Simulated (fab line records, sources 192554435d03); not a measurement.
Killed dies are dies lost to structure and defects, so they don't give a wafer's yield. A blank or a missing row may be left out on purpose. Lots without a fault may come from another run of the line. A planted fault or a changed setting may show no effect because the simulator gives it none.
Chamber matching | flow n5_finfet | N5_BEOL_M0_SAQP_ETCH_102 on rie_si-02: 4 sister chambers
The step etches SiO2 in CF4, target depth 4 nm, time 4.4 s. 8 wafers are shown with their chamber, then 12 later ones without.

WAFERS WITH THEIR CHAMBER
wafer  | chamber | drypump_motor_current_A (A) | throttle_valve_pct (%)
L088.3 | 0       | 6.2                         | 21.91
L088.6 | 1       | 5.2                         | 21.79
L089.1 | 2       | 6.3                         | 21.94
L089.2 | 0       | 6.1                         | 21.92
L089.3 | 3       | 5.9                         | 21.58
L090.1 | 3       | 5.9                         | 21.58
L090.3 | 1       | 5.2                         | 21.78
L090.5 | 2       | 6.3                         | 21.96

WAFERS WITHOUT THEIR CHAMBER
wafer  | drypump_motor_current_A (A) | throttle_valve_pct (%)
L092.1 | 6.1                         | 21.92
L092.2 | 5.2                         | 21.78
L092.4 | 6.3                         | 21.96
L095.1 | 6.4                         | 21.94
L095.2 | 5.8                         | 21.58
L095.3 | 6.2                         | 21.91
L095.4 | 5.2                         | 21.80
L095.5 | 5.8                         | 21.58
L095.6 | 6.1                         | 21.91
L097.2 | 5.9                         | 21.59
L097.4 | 6.1                         | 21.90
L097.6 | 6.1                         | 21.89

WHICH CHAMBER EACH WENT THROUGH
wafer  | from the rows above | in truth
L092.1 | 0                   | 0
L092.2 | 1                   | 1
L092.4 | 2                   | 2
L095.1 | 2                   | 2
L095.2 | 3                   | 3
L095.3 | 0                   | 0
L095.4 | 1                   | 1
L095.5 | 3                   | 3
L095.6 | 0                   | 0
L097.2 | 3                   | 3
L097.4 | 0                   | 0
L097.6 | 0                   | 0
Placed correctly: 12 of 12. Can't be placed from these rows: 0. Placed wrongly: 0.
How it was worked out, from the rows above alone: a wafer's distance from a chamber is the root of the sum, over the readings, of the square of ((its reading less the chamber's mean) divided by the reading's scatter). The wafer belongs to the nearest chamber; if the next one is less than 2 further off, it can't be placed. A chamber's mean is the mean of its shown wafers. The scatter: the root of (the sum of the squares of (reading less its chamber's mean) over the shown wafers, divided by (wafers less chambers)).
